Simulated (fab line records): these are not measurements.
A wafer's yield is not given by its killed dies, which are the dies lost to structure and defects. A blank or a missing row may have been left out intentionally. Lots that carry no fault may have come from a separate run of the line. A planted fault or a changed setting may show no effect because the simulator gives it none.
2 desks, one fault ; flow n5 finfet ; what lay behind the numbers comes last; until then each desk has only its own

== AT THE METROLOGY DESK ==
Means of the sampled wafers that have a number, per lot and without regard to the tool the lot ran on: this is what the gauges read. The brackets show how far a lot's mean lies from the usual mean; more than 4 standard deviations puts the lot out of limits, marked OUT. It has 10 readings; the 7 that lie furthest out on some lot are the ones shown.
Columns: A = DIBL_N at N5_BEOL_M4_RC_MEAS_101, usual 36.1 mV/V; B = IOFF_N at N5_BEOL_M4_RC_MEAS_101, usual 0.16 nA/um; C = IOFF_P at N5_BEOL_M4_RC_MEAS_101, usual 0.21 nA/um; D = ION_N at N5_BEOL_M4_RC_MEAS_101, usual 673 uA/um; E = ION_P at N5_BEOL_M4_RC_MEAS_101, usual 461 uA/um; F = VT_N at N5_BEOL_M4_RC_MEAS_101, usual 250 mV; G = VT_P at N5_BEOL_M4_RC_MEAS_101, usual -250 mV
lot;first seen here;A;B;C;D;E;F;G
L941;day 8 07:15;36.3;0.17;0.21;678;462;248;-252
L947;day 9 18:20;34.5;0.13;0.17;659;451;255;-255
L948;day 9 23:34;37.0;0.17;0.24;683;471;247;-245
L960;day 12 20:27;34.8;0.13;0.19;657;454;252;-251
L961;day 13 07:11;36.4;0.17;0.24;671;468;250;-247
L962;day 13 12:44;37.4;0.19;0.25;679;465;247;-247
L958;day 14 08:28;36.1;0.17;0.22;676;465;248;-248
Finding of this desk: none of the 7 lots has anything out of limits.

== DESK OF THE TOOL OWNER: rie diel-01 ==
The tool's own readings at N5_MOL_CONTACT_COAG_ETCHBACK_136 (etches SiO2 in CHF3, target depth 25 nm, time 16.7 s): means of the sampled wafers that have a number, for each lot that ran on this tool. The brackets show how far a lot's mean lies from the usual mean; more than 4 standard deviations puts the lot out of limits, marked OUT.
Columns: A = drypump motor current A at N5_MOL_CONTACT_COAG_ETCHBACK_136, usual 5.9 A; B = oes product au at N5_MOL_CONTACT_COAG_ETCHBACK_136, usual 0.76 a.u.; C = rf fwd power W at N5_MOL_CONTACT_COAG_ETCHBACK_136, usual 598.0 W; D = rf vpp V at N5_MOL_CONTACT_COAG_ETCHBACK_136, usual 524 V; E = showerhead plenum p Torr at N5_MOL_CONTACT_COAG_ETCHBACK_136, usual 2.38 Torr; F = throttle valve pct at N5_MOL_CONTACT_COAG_ETCHBACK_136, usual 18.81 %
lot;first seen here;A;B;C;D;E;F
L941;day 5 07:25;5.9;0.81;599.6;524;2.33;18.66
L947;day 6 18:55;5.9;0.76;598.8;527;2.35;18.82
L948;day 6 23:39;6.3;0.68;599.8;526;2.38;18.79
L961;day 10 05:11;6.3;0.71;598.4;529;2.39;18.99
L962;day 10 08:55;6.4;0.78;597.1;533;2.42;18.95
L958;day 10 23:40;6.1;0.72;596.3;523;2.33;18.83
Finding of this desk: none of the 6 lots has anything out of limits.

== TAKEN TOGETHER ==
The metrology desk saw nothing out of limits.
Nothing out of limits was seen by the tool owner's desk.

== WHAT THE SIMULATOR PUT IN ==
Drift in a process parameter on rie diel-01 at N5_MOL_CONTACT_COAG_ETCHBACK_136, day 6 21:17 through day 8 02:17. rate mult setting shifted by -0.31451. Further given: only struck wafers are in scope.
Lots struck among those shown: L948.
